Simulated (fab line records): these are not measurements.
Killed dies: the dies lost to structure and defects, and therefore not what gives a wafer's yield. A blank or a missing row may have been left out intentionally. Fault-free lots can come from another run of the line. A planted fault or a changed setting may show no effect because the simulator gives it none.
fab line records -- flow nand_harc -- part 1 of 2: steps 1 to 4 of 6
record: lots: 22, wafers: 66, last_day: 25
route steps=1159 shown A_SGD_CUT@763 A_SLIT@781 A_WL_FILL@815
lots that met no fault: taken from a fault-free run of the same line
start_h: start of the lot's first displayed wafer, in hours after the record's first day -- wait_h: how many hours have passed since the lot's step before this one -- " repeats the value in the row above -- L1.1+2: a row that stands for several wafers -- - no value present, or no start provided -- * or withheld: withheld -- < > ~ a bound
route shown NAME@n: a module of which the file shows steps, and the number in the route of the first -- usual: average and standard deviation across the fault-free wafers -- same: alike in all rows -- chamber/n: place in a boat -- sites: per-site readings -- _std_site: how widely they spread, as a standard deviation -- _edge_site: inner sites' mean taken away from outer sites' mean -- radius_mm: how far each site lies from the wafer's centre -- mask NAME#n: copy n -- behind: the tool/chamber that last shaped the wafer -- hold: why the lot was held/for how many hours/how that ended -- device: names the non-switching transistor (n, p or np) -- end of line: tests of these same wafers at the route's end -- where a step has no rows: the recipe by itself -- killed: not the wafer's yield, but the dies lost to structure and defects at the first sort -- map: dies across one wafer; x = killed, . = not, _ = none there
set.NAME: the setting as run; set.NAME@STEP: as run at that earlier step -- model.NAME: the simulator's own value behind a step, which no gauge read
the route's steps for a sample of lots (tables are steps, rows are wafers)
services: the hour from which a tool's chamber was out of use, counted from the record's first day as start_h (under 0 if before that day), plus the number of hours and why
== steps ==
step: NHARC_A_SGD_CUT_ETCH_59
recipe: target_depth_a: 2600, over_etch_frac: 0.25, time_s: 406.25, ion_energy_ev: 200, n2_flow_sccm: 150, h2_flow_sccm: 150, ar_flow_sccm: 0, rf_w: 400, bias_w: 150, chemistry: N2/H2
usual: drypump_motor_current_A: 5.7/0.41, oes_product_au: 1.002/0.013, rf_fwd_power_W: 399.3/1.3, rf_vpp_V: 430/3.1, showerhead_plenum_p_Torr: 2.02/0.1, throttle_valve_pct: 14.170/0.0087
same: time_s: 406.25
lot.wafer,tool,chamber,start_h,wait_h,drypump_motor_current_A,oes_product_au,rf_fwd_power_W,rf_hours_counter_h,rf_vpp_V,showerhead_plenum_p_Torr,throttle_valve_pct
L075.3,rie_diel-09,1,-,-,6.3,1.005,399.2,5,433,2.08,14.174
L075.5,rie_diel-09,0,-,-,5.4,0.988,400.1,-,433,2.15,14.184
L075.6,rie_diel-09,1,-,-,6.3,0.998,399.8,-,432,2.08,14.167
L074.3,rie_diel-04,0,-,-,5.9,1.000,396.5,1,430,2.00,14.162
L074.4,rie_diel-04,2,-,-,5.7,1.005,398.2,1,435,2.20,14.187
L074.6,rie_diel-04,0,-,-,5.8,1.004,398.7,-,429,2.00,14.165
L077.4,rie_diel-04,2,-,-,5.7,1.004,400.2,1,436,2.20,14.137
L077.2,rie_diel-04,3,-,-,5.8,0.987,397.2,1,428,1.91,14.174
L077.3,rie_diel-04,1,-,-,5.9,1.020,396.0,1,426,1.94,14.166
L076.2,rie_diel-06,3,-,-,5.2,0.993,399.7,6,434,2.13,14.175
L076.1,rie_diel-06,0,-,-,5.0,0.994,400.7,8,427,1.92,14.177
L076.5,rie_diel-06,2,-,-,6.5,1.006,398.3,-,427,1.91,14.172
L079.1,rie_diel-04,1,-,-,5.9,1.021,399.3,2,426,1.94,14.167
L079.5,rie_diel-04,0,-,-,5.9,0.987,400.0,-,430,2.00,14.166
L079.6,rie_diel-04,1,-,-,5.9,1.013,399.5,-,428,1.94,14.187
L078.2,rie_diel-09,1,-,-,6.3,1.012,400.3,6,433,2.08,14.179
L078.4,rie_diel-09,2,-,-,5.6,1.037,399.5,6,431,2.04,14.170
L078.5,rie_diel-09,0,-,-,5.4,0.989,398.9,-,433,2.14,14.169
L080.1,rie_diel-06,0,-,-,5.0,1.010,399.7,11,428,1.92,14.178
L080.3,rie_diel-06,1,-,-,5.7,0.999,402.1,11,432,2.09,14.166
L080.2,rie_diel-06,2,-,-,6.5,1.015,397.7,11,427,1.91,14.180
L083.2,rie_diel-06,3,-,-,5.2,0.994,399.8,10,433,2.13,14.169
L083.4,rie_diel-06,2,-,-,6.5,1.012,399.1,11,426,1.91,14.171
L083.6,rie_diel-06,0,-,-,5.0,0.995,402.4,-,426,1.92,14.173
L081.3,rie_diel-04,2,-,-,5.7,0.980,400.7,5,435,2.20,14.180
L081.1,rie_diel-04,1,-,-,5.9,1.020,399.2,4,428,1.94,14.161
L081.6,rie_diel-04,3,-,-,5.8,1.005,398.8,-,428,1.91,14.174
L084.1,rie_diel-09,3,-,-,5.8,1.012,398.2,11,427,1.93,14.170
L084.4,rie_diel-09,2,-,-,5.5,1.021,399.2,9,431,2.04,14.180
L084.5,rie_diel-09,0,-,-,5.4,0.978,402.4,-,433,2.14,14.171
L082.3,rie_diel-06,1,-,-,5.7,0.999,397.9,12,432,2.09,14.180
L082.1,rie_diel-06,3,-,-,5.2,1.004,396.7,10,432,2.13,14.164
L082.6,rie_diel-06,1,-,-,5.7,0.996,399.7,-,432,2.09,14.167
L085.1,rie_diel-09,1,-,-,6.3,0.997,401.5,13,431,2.07,14.176
L085.2,rie_diel-09,2,-,-,5.5,1.012,397.2,13,431,2.04,14.165
L085.4,rie_diel-09,3,-,-,5.8,1.002,400.0,14,428,1.93,14.165
L086.3,rie_diel-04,0,-,-,5.9,0.993,399.3,6,429,2.00,14.162
L086.1,rie_diel-04,2,-,-,5.7,0.998,399.9,6,433,2.20,14.160
L086.5,rie_diel-04,0,-,-,5.9,0.994,402.8,-,428,2.00,14.188
L089.3,rie_diel-06,0,-,-,5.0,0.995,397.1,14,426,1.92,14.162
L089.2,rie_diel-06,2,-,-,6.5,1.011,400.7,13,427,1.91,14.172
L089.6,rie_diel-06,0,-,-,5.0,0.998,395.6,-,425,1.92,14.163
L088.1,rie_diel-04,0,-,-,5.8,0.982,400.8,6,429,2.00,14.171
L088.3,rie_diel-04,1,-,-,5.9,1.026,399.0,6,428,1.94,14.163
L088.5,rie_diel-04,2,-,-,5.8,0.995,398.0,-,436,2.20,14.186
L090.1,rie_diel-04,2,-,-,5.8,0.983,398.7,8,434,2.20,14.156
L090.2,rie_diel-04,1,-,-,5.9,1.014,397.9,7,427,1.94,14.167
L090.6,rie_diel-04,2,-,-,5.7,0.988,398.8,-,433,2.20,14.174
L091.4,rie_diel-04,0,-,-,5.9,1.003,400.4,8,427,2.00,14.176
L091.3,rie_diel-04,2,-,-,5.8,0.996,398.6,8,434,2.20,14.183
L091.2,rie_diel-04,3,-,-,5.8,1.014,399.4,9,426,1.91,14.170
L092.4,rie_diel-04,0,-,-,5.9,0.993,399.3,9,430,2.00,14.172
L092.5,rie_diel-04,2,-,-,5.8,0.996,399.3,-,435,2.20,14.178
L092.6,rie_diel-04,3,-,-,5.8,1.005,399.1,-,426,1.91,14.183
L094.1,rie_diel-06,2,-,-,6.5,1.009,398.4,1,427,1.91,14.173
L094.3,rie_diel-06,0,-,-,5.0,0.996,398.4,0,427,1.91,14.164
L094.2,rie_diel-06,1,-,-,5.6,0.985,399.0,0,432,2.09,14.176
L093.4,rie_diel-04,0,-,-,5.8,0.996,399.7,10,431,2.00,14.164
L093.3,rie_diel-04,2,-,-,5.7,0.991,398.1,10,435,2.19,14.170
L093.5,rie_diel-04,0,-,-,5.8,0.993,401.0,-,430,2.00,14.163
L096.2,rie_diel-04,1,-,-,5.9,1.032,398.3,10,426,1.94,14.164
L096.3,rie_diel-04,2,-,-,5.8,0.992,398.6,11,435,2.19,14.175
L096.4,rie_diel-04,0,-,-,5.9,0.985,398.8,11,431,2.00,14.171
L097.3,rie_diel-06,0,-,-,5.0,0.994,399.5,3,426,1.91,14.164
L097.2,rie_diel-06,1,-,-,5.7,0.986,398.8,3,431,2.09,14.174
L097.6,rie_diel-06,3,-,-,5.2,0.997,397.4,-,434,2.13,14.170
step: NHARC_A_SLIT_DEP_23
recipe: target_thk_a: 1000, target_thk_nm: 100, temp_c: 400, pressure_torr: 3.5, flow_sccm: 200, rf_w: 350, material: SiON
usual: heater_power_w: 752/67, rf_fwd_power_W: 348.5/1.1, susceptor_temp_C: 400.02/0.22
lot.wafer,tool,chamber,start_h,wait_h,heater_power_w,rf_fwd_power_W,since_wet_clean_h,susceptor_temp_C
L075.3,pecvd-04,2,319.93,1.1,843,348.9,112,400.00
L075.6,pecvd-04,1,319.93,1.1,734,349.5,-,399.83
L075.5,pecvd-04,2,319.93,1.1,826,348.4,-,400.24
L074.3,pecvd-03,0,320.96,1.0,856,349.2,15,399.96
L074.6,pecvd-03,2,320.96,1.0,674,347.6,-,400.13
L074.4,pecvd-03,1,320.96,1.0,827,347.4,-,400.21
L077.3,pecvd-04,2,324.80,1.0,733,348.6,117,399.89
L077.2,pecvd-04,0,324.80,1.0,756,346.4,117,400.19
L077.4,pecvd-04,0,324.80,1.0,779,346.9,-,399.78
L078.2,pecvd-03,0,329.65,1.4,805,348.1,24,400.45
L078.4,pecvd-03,2,329.65,1.4,714,348.7,-,400.19
L078.5,pecvd-03,0,329.65,1.4,799,348.8,-,400.10
L076.1,pecvd-04,1,329.85,1.7,698,348.7,122,400.33
L076.2,pecvd-04,2,329.85,1.7,809,347.9,122,399.96
L076.5,pecvd-04,2,329.85,1.7,813,348.3,-,400.01
L079.1,pecvd-04,2,330.31,1.6,809,347.9,122,400.02
L079.5,pecvd-04,0,330.31,1.6,778,347.5,-,399.92
L079.6,pecvd-04,1,330.31,1.6,736,349.4,-,400.19
L080.2,pecvd-03,2,362.55,1.3,613,349.6,57,400.04
L080.1,pecvd-03,1,362.55,1.3,812,349.0,57,400.01
L080.3,pecvd-03,1,362.55,1.3,805,349.1,-,400.21
L084.1,pecvd-03,2,376.91,1.7,585,346.6,71,400.16
L084.5,pecvd-03,1,376.91,1.7,689,349.4,-,400.02
L084.4,pecvd-03,2,376.91,1.7,594,347.1,-,400.34
L083.2,pecvd-03,2,377.05,1.5,631,347.9,71,400.05
L083.6,pecvd-03,1,377.05,1.5,757,349.4,-,400.14
L083.4,pecvd-03,0,377.05,1.5,716,347.4,-,400.10
L082.1,pecvd-02,0,378.79,1.6,627,348.7,32,399.92
L082.3,pecvd-02,1,378.79,1.6,746,347.9,32,399.80
L082.6,pecvd-02,0,378.79,1.6,611,348.8,-,399.83
L081.3,pecvd-03,1,378.92,1.1,824,349.7,73,400.50
L081.1,pecvd-03,0,378.92,1.1,838,349.6,73,399.78
L081.6,pecvd-03,0,378.92,1.1,698,349.8,-,399.88
L086.1,pecvd-03,0,396.00,1.7,724,349.6,90,399.60
L086.3,pecvd-03,1,396.00,1.7,772,348.5,-,399.93
L086.5,pecvd-03,1,396.00,1.7,784,348.0,-,400.19
L085.1,pecvd-04,2,397.10,1.7,858,348.1,8,399.61
L085.2,pecvd-04,1,397.10,1.7,795,349.6,8,400.60
L085.4,pecvd-04,1,397.10,1.7,805,349.5,-,399.90
L089.3,pecvd-04,0,397.96,1.0,667,347.5,8,400.19
L089.2,pecvd-04,1,397.96,1.0,755,349.0,8,399.74
L089.6,pecvd-04,0,397.96,1.0,694,345.9,-,400.04
L088.3,pecvd-04,2,406.67,1.0,857,348.6,17,400.07
L088.1,pecvd-04,0,406.67,1.0,766,347.5,17,400.18
L088.5,pecvd-04,0,406.67,1.0,770,348.3,-,400.06
L091.3,pecvd-04,2,414.57,1.0,835,348.7,25,400.25
L091.2,pecvd-04,0,414.57,1.0,811,346.0,25,399.89
L091.4,pecvd-04,1,414.57,1.0,710,347.8,-,399.88
L090.1,pecvd-03,0,415.59,1.7,704,347.9,110,399.99
L090.2,pecvd-03,2,415.59,1.7,671,349.1,110,400.50
L090.6,pecvd-03,0,415.59,1.7,730,348.9,-,399.85
L092.5,pecvd-02,1,437.83,0.4,715,349.9,-,399.60
L092.4,pecvd-02,2,437.83,0.4,744,349.9,-,399.50
L092.6,pecvd-02,0,437.83,0.4,597,350.2,-,399.53
L094.2,pecvd-04,0,445.65,1.4,686,347.5,56,400.04
L094.3,pecvd-04,1,445.65,1.4,765,348.5,56,399.99
L094.1,pecvd-04,2,445.65,1.4,798,348.5,56,400.32
L093.3,pecvd-03,0,446.69,1.0,703,348.6,141,400.18
L093.4,pecvd-03,1,446.69,1.0,718,346.0,-,399.99
L093.5,pecvd-03,2,446.69,1.0,717,348.1,-,400.05
L096.3,pecvd-03,2,451.72,1.0,711,349.3,146,400.03
L096.2,pecvd-03,1,451.72,1.0,762,349.7,146,400.15
L096.4,pecvd-03,2,451.72,1.0,699,349.1,-,399.63
L097.3,pecvd-04,0,469.14,1.0,824,348.4,80,400.08
L097.2,pecvd-04,1,469.14,1.0,806,348.2,80,399.96
L097.6,pecvd-04,1,469.14,1.0,799,349.0,-,399.31
step: NHARC_A_SLIT_OVL_MEAS_10
usual: overlay_x_nm: -0.2/0.98, overlay_y_nm: -0.2/0.72
lot.wafer,tool,chamber,start_h,wait_h,overlay_x_nm,overlay_y_nm
L075.3,overlay-01,-,320.52,-,1.0,-0.4
L075.5,overlay-01,-,320.52,-,0.5,-0.3
L075.6,overlay-01,-,320.52,-,1.2,-0.1
L074.3,overlay-02,-,321.59,-,-1.1,0.2
L074.4,overlay-02,-,321.59,-,-1.5,-0.3
L074.6,overlay-02,-,321.59,-,-1.0,-0.2
L077.2,overlay-01,-,325.44,-,-1.3,1.7
L077.3,overlay-01,-,325.44,-,-1.4,1.3
L077.4,overlay-01,-,325.44,-,-1.3,1.7
L078.2,overlay-01,-,330.36,-,-0.7,-0.8
L078.4,overlay-01,-,330.36,-,-0.7,-0.4
L078.5,overlay-01,-,330.36,-,-0.6,-0.7
L076.1,overlay-01,-,330.62,-,0.1,-0.3
L076.2,overlay-01,-,330.62,-,0.1,-0.8
L076.5,overlay-01,-,330.62,-,0.3,-0.1
L079.1,overlay-02,-,331.07,-,-1.4,-0.7
L079.5,overlay-02,-,331.07,-,-0.9,-0.6
L079.6,overlay-02,-,331.07,-,-0.9,-0.1
L080.1,overlay-01,-,363.27,-,0.0,-0.7
L080.2,overlay-01,-,363.27,-,-0.1,-1.1
L080.3,overlay-01,-,363.27,-,-0.1,-1.4
L084.1,overlay-01,-,377.62,-,0.5,0.0
L084.4,overlay-01,-,377.62,-,0.9,0.4
L084.5,overlay-01,-,377.62,-,0.6,-0.4
L083.2,overlay-01,-,377.79,-,-1.2,0.1
L083.4,overlay-01,-,377.79,-,-0.8,-0.1
L083.6,overlay-01,-,377.79,-,-0.9,0.2
L082.1,overlay-01,-,379.47,-,-1.0,-0.7
L082.3,overlay-01,-,379.47,-,-0.9,-1.1
L082.6,overlay-01,-,379.47,-,-0.7,-0.4
L081.1,overlay-02,-,379.68,-,-0.1,0.2
L081.3,overlay-02,-,379.68,-,-0.2,0.1
L081.6,overlay-02,-,379.68,-,0.0,-0.1
L086.1,overlay-02,-,396.81,-,-0.9,-0.1
L086.3,overlay-02,-,396.81,-,-0.8,-0.4
L086.5,overlay-02,-,396.81,-,-0.8,-0.2
L085.1,overlay-02,-,397.86,-,-1.9,-1.3
L085.2,overlay-02,-,397.86,-,-1.4,-1.4
L085.4,overlay-02,-,397.86,-,-1.8,-1.8
L089.2,overlay-02,-,398.70,-,2.3,-1.3
L089.3,overlay-02,-,398.70,-,2.1,-0.6
L089.6,overlay-02,-,398.70,-,1.8,-1.3
L088.1,overlay-01,-,407.44,-,-0.1,0.5
L088.3,overlay-01,-,407.44,-,-0.1,0.3
L088.5,overlay-01,-,407.44,-,-0.5,0.2
L091.2,overlay-02,-,415.31,-,-0.3,0.6
L091.3,overlay-02,-,415.31,-,-0.2,0.6
L091.4,overlay-02,-,415.31,-,-0.5,0.4
L090.1,overlay-02,-,416.26,-,0.1,0.7
L090.2,overlay-02,-,416.26,-,-0.4,0.1
L090.6,overlay-02,-,416.26,-,-0.4,0.1
L092.4,overlay-02,-,438.53,-,0.3,-0.2
L092.5,overlay-02,-,438.53,-,0.1,-0.5
L092.6,overlay-02,-,438.53,-,0.3,-0.6
L094.1,overlay-02,-,446.33,-,-1.2,-0.8
L094.2,overlay-02,-,446.33,-,-1.2,-1.0
L094.3,overlay-02,-,446.33,-,-1.0,-0.9
L093.3,overlay-01,-,447.48,-,1.7,0.0
L093.4,overlay-01,-,447.48,-,1.2,-0.1
L093.5,overlay-01,-,447.48,-,1.9,-0.4
L096.2,overlay-02,-,452.60,-,0.3,0.3
L096.3,overlay-02,-,452.60,-,-0.4,-0.8
L096.4,overlay-02,-,452.60,-,0.2,-0.1
L097.2,overlay-02,-,469.78,-,-1.3,-0.6
L097.3,overlay-02,-,469.78,-,-1.5,-0.2
L097.6,overlay-02,-,469.78,-,-1.6,-0.6
step: NHARC_A_SLIT_ETCH_24
recipe: target_depth_a: 1210, time_s: 60.5, cf4_flow_sccm: 100, chf3_flow_sccm: 30, ar_flow_sccm: 0, rf_w: 500, bias_w: 200, chemistry: CF4/CHF3
usual: drypump_motor_current_A: 5.7/0.43, oes_product_au: 0.964/0.023, rf_fwd_power_W: 494.6/2.1, rf_vpp_V: 370.1/1.9, showerhead_plenum_p_Torr: 1.56/0.047, throttle_valve_pct: 16.803/0.009
same: time_s: 60.5
lot.wafer,tool,chamber,start_h,wait_h,drypump_motor_current_A,oes_product_au,rf_fwd_power_W,rf_hours_counter_h,rf_vpp_V,showerhead_plenum_p_Torr,throttle_valve_pct
L075.3,rie_diel-07,3,320.75,0.1,6.3,0.949,497.1,6,371.1,1.56,16.792
L075.5,rie_diel-07,1,320.75,0.1,5.3,0.942,496.3,-,369.8,1.52,16.802
L075.6,rie_diel-07,2,320.75,0.1,6.1,0.973,496.9,-,372.2,1.61,16.809
L074.3,rie_diel-05,1,321.77,0.1,5.7,0.973,491.8,12,367.2,1.48,16.792
L074.4,rie_diel-05,0,321.77,0.1,5.2,0.952,492.8,12,371.9,1.62,16.799
L074.6,rie_diel-05,1,321.77,0.1,5.7,0.969,493.6,-,366.6,1.48,16.790
L077.2,rie_diel-11,3,325.62,0.1,6.4,0.971,495.2,7,369.3,1.53,16.794
L077.4,rie_diel-11,1,325.62,0.1,5.8,0.957,491.6,9,369.2,1.53,16.829
L077.3,rie_diel-11,2,325.62,0.1,5.0,0.941,492.3,9,371.6,1.55,16.807
L078.2,rie_diel-07,0,330.55,0.1,5.5,0.987,494.6,5,369.8,1.58,16.802
L078.4,rie_diel-07,1,330.55,0.1,5.4,0.949,489.6,6,369.5,1.52,16.780
L078.5,rie_diel-07,2,330.55,0.1,6.1,0.988,494.6,-,372.8,1.61,16.813
L076.2,rie_diel-11,0,330.81,0.1,5.8,0.990,494.4,9,371.4,1.59,16.798
L076.1,rie_diel-11,1,330.81,0.1,5.7,0.966,493.0,10,369.7,1.53,16.798
L076.5,rie_diel-11,0,330.81,0.1,5.8,0.995,495.7,-,371.7,1.59,16.802
L079.1,rie_diel-05,2,331.26,0.1,5.5,0.911,495.4,13,372.1,1.65,16.803
L079.6,rie_diel-05,2,331.26,0.1,5.5,0.925,495.1,-,372.7,1.65,16.809
L079.5,rie_diel-05,3,331.26,0.1,6.1,0.916,498.0,-,369.4,1.50,16.796
L080.2,rie_diel-07,3,363.47,0.1,6.3,0.970,495.2,9,369.7,1.56,16.809
L080.1,rie_diel-07,0,363.47,0.1,5.5,0.971,497.7,8,370.9,1.58,16.813
L080.3,rie_diel-07,2,363.47,0.1,6.1,0.981,499.8,10,372.8,1.61,16.811
L084.1,rie_diel-07,0,377.80,0.1,5.5,1.002,495.7,8,370.0,1.58,16.796
L084.4,rie_diel-07,1,377.80,0.1,5.4,0.969,496.6,10,367.0,1.52,16.802
L084.5,rie_diel-07,0,377.80,0.1,5.5,0.990,495.1,-,370.9,1.58,16.802
L083.4,rie_diel-11,0,377.97,0.1,5.7,0.953,497.6,0,370.5,1.59,16.803
L083.2,rie_diel-11,1,377.97,0.1,5.8,0.983,496.0,0,368.9,1.53,16.808
L083.6,rie_diel-11,0,377.97,0.1,5.8,0.947,499.2,-,371.5,1.59,16.825
L082.3,rie_diel-11,2,379.65,0.1,5.0,0.956,491.8,0,368.1,1.55,16.783
L082.1,rie_diel-11,0,379.65,0.1,5.7,0.969,495.3,0,370.9,1.59,16.800
L082.6,rie_diel-11,3,379.65,0.1,6.4,0.996,492.7,-,368.8,1.53,16.819
L081.3,rie_diel-05,2,379.87,0.1,5.5,0.953,494.2,2,373.0,1.65,16.787
L081.1,rie_diel-05,3,379.87,0.1,6.1,0.941,495.0,2,368.7,1.50,16.801
L081.6,rie_diel-05,3,379.87,0.1,6.1,0.942,494.3,-,367.2,1.50,16.802
L086.1,rie_diel-11,2,396.99,0.1,5.0,0.967,489.2,1,372.4,1.55,16.807
L086.3,rie_diel-11,3,396.99,0.1,6.4,0.981,493.2,1,369.1,1.53,16.805
L086.5,rie_diel-11,1,396.99,0.1,5.7,0.995,493.8,-,368.8,1.53,16.800
L085.1,rie_diel-07,1,398.05,0.1,5.3,0.958,494.5,12,370.7,1.52,16.801
L085.2,rie_diel-07,3,398.05,0.1,6.3,0.990,494.6,12,369.3,1.56,16.799
L085.4,rie_diel-07,0,398.05,0.1,5.5,0.984,495.5,10,369.0,1.58,16.795
L089.2,rie_diel-07,3,398.90,0.1,6.3,0.930,496.1,13,370.0,1.56,16.801
L089.3,rie_diel-07,0,398.90,0.1,5.5,0.930,496.8,11,372.0,1.58,16.807
L089.6,rie_diel-07,2,398.90,0.1,6.1,0.927,494.7,-,371.5,1.61,16.811
L088.1,rie_diel-05,3,407.62,0.1,6.1,0.960,495.9,4,368.2,1.50,16.806
L088.3,rie_diel-05,1,407.62,0.1,5.7,0.958,495.3,4,367.5,1.48,16.816
L088.5,rie_diel-05,3,407.62,0.1,6.1,0.960,498.3,-,367.8,1.50,16.822
L091.4,rie_diel-07,3,415.50,0.1,6.4,0.950,493.8,0,370.4,1.56,16.787
L091.3,rie_diel-07,1,415.50,0.1,5.4,0.973,491.7,0,369.2,1.52,16.788
L091.2,rie_diel-07,2,415.50,0.1,6.1,0.969,495.8,0,373.1,1.61,16.809
L090.2,rie_diel-11,0,416.45,0.1,5.7,0.945,496.6,2,372.0,1.59,16.805
L090.1,rie_diel-11,1,416.45,0.1,5.8,0.959,496.2,2,369.4,1.53,16.803
L090.6,rie_diel-11,0,416.45,0.1,5.7,0.942,496.7,-,371.3,1.59,16.809
L092.4,rie_diel-11,1,438.71,0.1,5.7,0.991,492.4,4,369.9,1.53,16.807
L092.5,rie_diel-11,1,438.71,0.1,5.8,0.988,494.8,-,368.7,1.53,16.795
L092.6,rie_diel-11,2,438.71,0.1,5.0,0.971,490.3,-,369.6,1.55,16.790
L094.1,rie_diel-05,1,446.52,0.1,5.7,0.965,493.6,7,366.2,1.48,16.810
L094.3,rie_diel-05,2,446.52,0.1,5.5,0.977,495.8,7,372.1,1.65,16.788
L094.2,rie_diel-05,3,446.52,0.1,6.1,0.951,498.4,6,368.3,1.50,16.813
L093.3,rie_diel-11,2,447.66,0.1,5.0,0.950,489.8,6,369.6,1.55,16.802
L093.4,rie_diel-11,3,447.66,0.1,6.4,0.969,493.1,6,368.4,1.52,16.798
L093.5,rie_diel-11,2,447.66,0.1,5.0,0.954,488.2,-,369.9,1.55,16.808
L096.4,rie_diel-11,0,452.79,0.1,5.7,0.965,495.4,6,370.4,1.59,16.806
L096.3,rie_diel-11,1,452.79,0.1,5.7,0.980,494.0,6,368.9,1.53,16.785
L096.2,rie_diel-11,3,452.79,0.1,6.5,0.993,493.5,6,369.6,1.53,16.816
L097.2,rie_diel-11,3,469.96,0.1,6.4,0.977,495.9,7,370.0,1.52,16.800
L097.3,rie_diel-11,1,469.96,0.1,5.7,0.994,494.1,7,369.2,1.53,16.808
L097.6,rie_diel-11,0,469.96,0.1,5.7,0.940,496.2,-,372.0,1.59,16.801
